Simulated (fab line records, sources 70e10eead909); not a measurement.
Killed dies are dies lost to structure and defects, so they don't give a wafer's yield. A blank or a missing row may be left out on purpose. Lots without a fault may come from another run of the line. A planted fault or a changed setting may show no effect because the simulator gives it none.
Chamber matching | flow nand_harc | NHARC_A_STAIRCASE_DESCUM_11 on rie_diel-05: 4 sister chambers
The step chemistry O2, time 3 s. 4 wafers are shown with their chamber, then 8 later ones without.

WAFERS WITH THEIR CHAMBER
wafer  | chamber | drypump_motor_current_A (A)
L084.2 | 2       | 6.2
L085.2 | 3       | 5.8
L085.4 | 0       | 6.7
L087.2 | 1       | 5.3

WAFERS WITHOUT THEIR CHAMBER
wafer  | drypump_motor_current_A (A)
L087.4 | 5.8
L087.5 | 6.2
L088.2 | 6.2
L088.3 | 5.7
L088.5 | 5.3
L095.2 | 6.2
L095.5 | 6.2
L095.6 | 5.8

WHICH CHAMBER EACH WENT THROUGH
wafer  | from the rows above | in truth
L087.4 | 3                   | 3
L087.5 | 2                   | 2
L088.2 | 2                   | 2
L088.3 | 3                   | 3
L088.5 | 1                   | 1
L095.2 | 2                   | 2
L095.5 | 2                   | 2
L095.6 | 3                   | 3
Placed correctly: 8 of 8. Can't be placed from these rows: 0. Placed wrongly: 0.
How it was worked out, from the rows above alone: a wafer's distance from a chamber is the root of the sum, over the readings, of the square of ((its reading less the chamber's mean) divided by the reading's scatter). The wafer belongs to the nearest chamber; if the next one is less than 2 further off, it can't be placed. A chamber's mean is the mean of its shown wafers. The scatter: with one shown wafer a chamber, the root of the mean of the squares of how far each hidden wafer lies from its nearest shown one.
